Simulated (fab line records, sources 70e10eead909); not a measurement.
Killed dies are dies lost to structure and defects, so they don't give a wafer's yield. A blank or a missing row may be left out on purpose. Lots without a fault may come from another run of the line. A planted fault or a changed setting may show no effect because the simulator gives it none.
Tool commonality check | flow nand_harc | 6 lots, 18 wafers sampled

WHY IT WAS OPENED
At NHARC_END_SORT_01 the reading killed_at_periphery is flagged on 2 of 6 lots. Wafers without a fault read 3.5, standard deviation 2.5.
Rule: a lot is flagged when every wafer of it that has a number lies more than 4 standard deviations from that mean, or none has a number. The other lots count as sound.

lot  | measured     | on        | killed_at_periphery, wafer by wafer | flag
L812 | day 24 14:47 | prober-02 | 2 3 4                               |
L815 | day 25 19:09 | prober-02 | 1 4 4                               |
L816 | day 25 19:49 | prober-01 | 6 3 3                               |
L820 | day 27 15:46 | prober-01 | 11 4 5                              |
L823 | day 28 12:28 | prober-02 | 597 601 599                         | FLAGGED
L824 | day 30 12:04 | prober-02 | 641 653 652                         | FLAGGED
The numbers of the flagged lots are 623.8 on average: +620.3 against the usual, or +99 or more standard deviations.

WHICH TOOL RAN EACH LOT
The record holds 2 process steps before the reading, out of a route of 1302 steps. In each cell: the tool, then ch and the chambers that the sampled wafers went through, then the start.
lot  | flag    | NHARC_P_M2_DEP_00               | NHARC_A_M0_PRE_CLEAN_29
L812 |         | pecvd-03 ch 0,2, day 7 01:40    | pvd_sputter-02, day 23 04:07 or earlier
L815 |         | pecvd-02 ch 0,2, day 8 01:47    | pvd_sputter-02, day 24 06:49 or earlier
L816 |         | pecvd-03 ch 0,1,2, day 8 12:20  | pvd_sputter-02, day 24 06:02 or earlier
L820 |         | pecvd-03 ch 1,2, day 10 02:02   | pvd_sputter-03, day 26 00:38 or earlier
L823 | FLAGGED | pecvd-02 ch 1,2, day 11 14:38   | no row
L824 | FLAGGED | pecvd-02 ch 0,1,2, day 11 17:01 | no row
What these steps do:
- NHARC_P_M2_DEP_00: deposits SiOC, target thk 182.5 nm.
- NHARC_A_M0_PRE_CLEAN_29: time 30 s.
- NHARC_END_SORT_01

FLAGGED OVER TOTAL, TOOL BY TOOL (the gauges that took the reading come last)
step                    | tool           | lots run | flagged | share of the flagged lots | sound lots run after its first flagged lot
NHARC_P_M2_DEP_00       | pecvd-02       | 3        | 2       | all                       | 0
NHARC_P_M2_DEP_00       | pecvd-03       | 3        | 0       | none                      | -
NHARC_A_M0_PRE_CLEAN_29 | pvd_sputter-02 | 3        | 0       | none                      | -
NHARC_A_M0_PRE_CLEAN_29 | pvd_sputter-03 | 1        | 0       | none                      | -
NHARC_END_SORT_01       | prober-01      | 2        | 0       | none                      | -
NHARC_END_SORT_01       | prober-02      | 4        | 2       | all                       | 0
NHARC_A_M0_PRE_CLEAN_29 gives no start for some lots, so the hours and the order of its lots are those of NHARC_A_M0_INSPECT_27.

WHAT THE TABLE ALLOWS
2 rows of the table ran every flagged lot: pecvd-02 at NHARC_P_M2_DEP_00, prober-02 at NHARC_END_SORT_01.
- pecvd-02 at NHARC_P_M2_DEP_00: 2 of its 3 lots flagged. Its last sound lot is L815 (day 8 01:47), its first flagged lot L823 (day 11 14:38): a fault that began between those two fits.
- prober-02 at NHARC_END_SORT_01: 2 of its 4 lots flagged. Its last sound lot is L815 (day 25 19:09), its first flagged lot L823 (day 28 12:28): a fault that began between those two fits.
Counting lots can't tell these 2 tools apart, because each fits a fault that began at some hour. More lots, or a look at what each step does to the wafer, might.

WHAT THE SIMULATOR HAD PUT IN
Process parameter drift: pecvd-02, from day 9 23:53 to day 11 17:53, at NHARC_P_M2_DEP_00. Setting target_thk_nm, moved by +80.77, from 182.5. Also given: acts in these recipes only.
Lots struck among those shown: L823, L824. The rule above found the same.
